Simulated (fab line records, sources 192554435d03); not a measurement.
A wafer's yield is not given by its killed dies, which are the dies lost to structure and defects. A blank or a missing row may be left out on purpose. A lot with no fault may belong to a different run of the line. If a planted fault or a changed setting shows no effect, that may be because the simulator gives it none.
Split-lot experiment :: flow n5_finfet :: on a route of 1938 steps: 7 lots, 21 wafers read

## SPLIT DETAILS
At N5_ZERO_LAYER_EXPOSE_08 (exposes mask ZERO, defocus 0 nm, target cd 2000 nm), the setting dose_mj was moved away from the recipe's 16.2 on 4 of the 21 wafers read, by -5.5% to +5.4%. This setting was run at the recipe's value on the other wafers.

## FROM THE SPLIT TO THE READING: what the file shows between them, 2 steps
- N5_ZERO_LAYER_DEVELOP_10: develop time 60 s (also split here: develop_time_s)
- N5_ZERO_LAYER_HARDBAKE_23: time 120 s

## THE READING
At N5_ZERO_LAYER_CD_MEAS_11: cd_nm in nanometres, against a target cd of 2000 nm. Typical for fault-free wafers on this fab line: 1999.8 nm, with standard deviation 1.9 nm.

wafer: L074.3
tool, chamber at the split: krf_scanner-01, 0
dose_mj as run: 17.08
against the recipe: +5.4%
cd_nm, nm: 2008.1
against lot-mates on the recipe: +9.6

wafer: L074.5
tool, chamber at the split: krf_scanner-01, 0
dose_mj as run: 16.2
against the recipe: recipe
cd_nm, nm: 1998.5
against lot-mates on the recipe: -

wafer: L074.6
tool, chamber at the split: krf_scanner-01, 0
dose_mj as run: 17.08
against the recipe: +5.4%
cd_nm, nm: 2012.2
against lot-mates on the recipe: +13.7

wafer: L079.1
tool, chamber at the split: krf_scanner-01, 0
dose_mj as run: 16.2
against the recipe: recipe
cd_nm, nm: 1997.2
against lot-mates on the recipe: -

wafer: L079.3
tool, chamber at the split: krf_scanner-01, 0
dose_mj as run: 16.2
against the recipe: recipe
cd_nm, nm: 1995.9
against lot-mates on the recipe: -

wafer: L079.6
tool, chamber at the split: krf_scanner-01, 0
dose_mj as run: 16.2
against the recipe: recipe
cd_nm, nm: 2000.3
against lot-mates on the recipe: -

wafer: L085.4
tool, chamber at the split: krf_scanner-01, 0
dose_mj as run: 16.56
against the recipe: +2.2%
cd_nm, nm: 2003.4
against lot-mates on the recipe: +1.7

wafer: L085.5
tool, chamber at the split: krf_scanner-01, 0
dose_mj as run: 16.2
against the recipe: recipe
cd_nm, nm: 2003.8
against lot-mates on the recipe: -

wafer: L085.6
tool, chamber at the split: krf_scanner-01, 0
dose_mj as run: 16.2
against the recipe: recipe
cd_nm, nm: 1999.6
against lot-mates on the recipe: -

wafer: L086.2
tool, chamber at the split: krf_scanner-01, 0
dose_mj as run: 16.2
against the recipe: recipe
cd_nm, nm: 1996.3
against lot-mates on the recipe: -

wafer: L086.5
tool, chamber at the split: krf_scanner-01, 0
dose_mj as run: 16.2
against the recipe: recipe
cd_nm, nm: 1998.3
against lot-mates on the recipe: -

wafer: L086.6
tool, chamber at the split: krf_scanner-01, 0
dose_mj as run: 16.2
against the recipe: recipe
cd_nm, nm: 1998.4
against lot-mates on the recipe: -

wafer: L088.1
tool, chamber at the split: krf_scanner-01, 0
dose_mj as run: 16.2
against the recipe: recipe
cd_nm, nm: 1995.7
against lot-mates on the recipe: -

wafer: L088.5
tool, chamber at the split: krf_scanner-01, 0
dose_mj as run: 16.2
against the recipe: recipe
cd_nm, nm: 2000.6
against lot-mates on the recipe: -

wafer: L088.6
tool, chamber at the split: krf_scanner-01, 0
dose_mj as run: 15.31
against the recipe: -5.5%
cd_nm, nm: 1988.3
against lot-mates on the recipe: -9.9

wafer: L092.2
tool, chamber at the split: krf_scanner-01, 0
dose_mj as run: 16.2
against the recipe: recipe
cd_nm, nm: 2001.7
against lot-mates on the recipe: -

wafer: L092.5
tool, chamber at the split: krf_scanner-01, 0
dose_mj as run: 16.2
against the recipe: recipe
cd_nm, nm: 2001.2
against lot-mates on the recipe: -

wafer: L092.6
tool, chamber at the split: krf_scanner-01, 0
dose_mj as run: 16.2
against the recipe: recipe
cd_nm, nm: 1999.9
against lot-mates on the recipe: -

wafer: L096.2
tool, chamber at the split: krf_scanner-02, 0
dose_mj as run: 16.2
against the recipe: recipe
cd_nm, nm: 2001.6
against lot-mates on the recipe: -

wafer: L096.5
tool, chamber at the split: krf_scanner-02, 0
dose_mj as run: 16.2
against the recipe: recipe
cd_nm, nm: 2000.7
against lot-mates on the recipe: -

wafer: L096.6
tool, chamber at the split: krf_scanner-02, 0
dose_mj as run: 16.2
against the recipe: recipe
cd_nm, nm: 1999.7
against lot-mates on the recipe: -

THE FIT
A straight line over all 21 wafers: cd_nm changes by +1.99 nm for each +1% of dose_mj; r = +0.90; the points scatter about the line by 2.2 nm.
The same after taking each lot's own level away (the mean of its wafers on the recipe; 21 wafers): +1.96 nm for each +1%; r = +0.93; scatter 1.7 nm.
On that fit, the largest move of dose_mj shifts the reading by 11 nm.
The span of the lots' own levels, 1997.67 to 2001.70 nm, comes to 2.1 times the standard deviation stated above.
The two slopes are in agreement: the lot-to-lot level therefore moves the slope only a little.
Check: for one of the wafers moved furthest among these (-5.5%), held out of the fit, the line's prediction against its lot-mates is -11.4 nm. Against them it came out at -9.85 nm.

## THESE WAFERS: OTHER SPLITS
Other splits were also applied to these wafers ahead of the reading. Each is held against what the fit with the lots' levels taken away leaves over:
other split on the same wafers: N5_ZERO_LAYER_DEVELOP_10 develop_time_s
wafers away from the commonest value: 6
r with cd_nm (lot level and that fit taken away): +0.63

## THE WHOLE CHAIN: every reading that the file lists as answering this split, in the file's order
step: N5_ZERO_LAYER_CD_MEAS_11
what it does: target cd 2000 nm
reading: cd_nm
change (the file's fit): +1.87 nm for each +1% of the setting
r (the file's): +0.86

step: N5_ZERO_LAYER_DESCUM_16
what it does: chemistry O2, time 7.9 s
reading: ZERO_LAYER.cd_nm (the simulator's own value, which no gauge read)
change (the file's fit): +2.04 nm for each +1% of the setting
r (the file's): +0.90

step: N5_ZERO_LAYER_ETCH_17
what it does: etches SiO2 in CF4, target depth 12 nm, time 13.3 s
reading: ZERO_LAYER.cd_nm (the simulator's own value, which no gauge read)
change (the file's fit): +1.84 nm for each +1% of the setting
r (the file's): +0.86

step: N5_ZERO_LAYER_ETCH_18
what it does: etches Si in HBr/Cl2, target depth 120 nm, time 40 s
reading: ZERO_LAYER.cd_nm (the simulator's own value, which no gauge read)
change (the file's fit): +1.86 nm for each +1% of the setting
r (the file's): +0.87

## THE FILE'S OWN FIT
cd_nm changes by +1.87 nm for each +1% of dose_mj, r = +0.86.
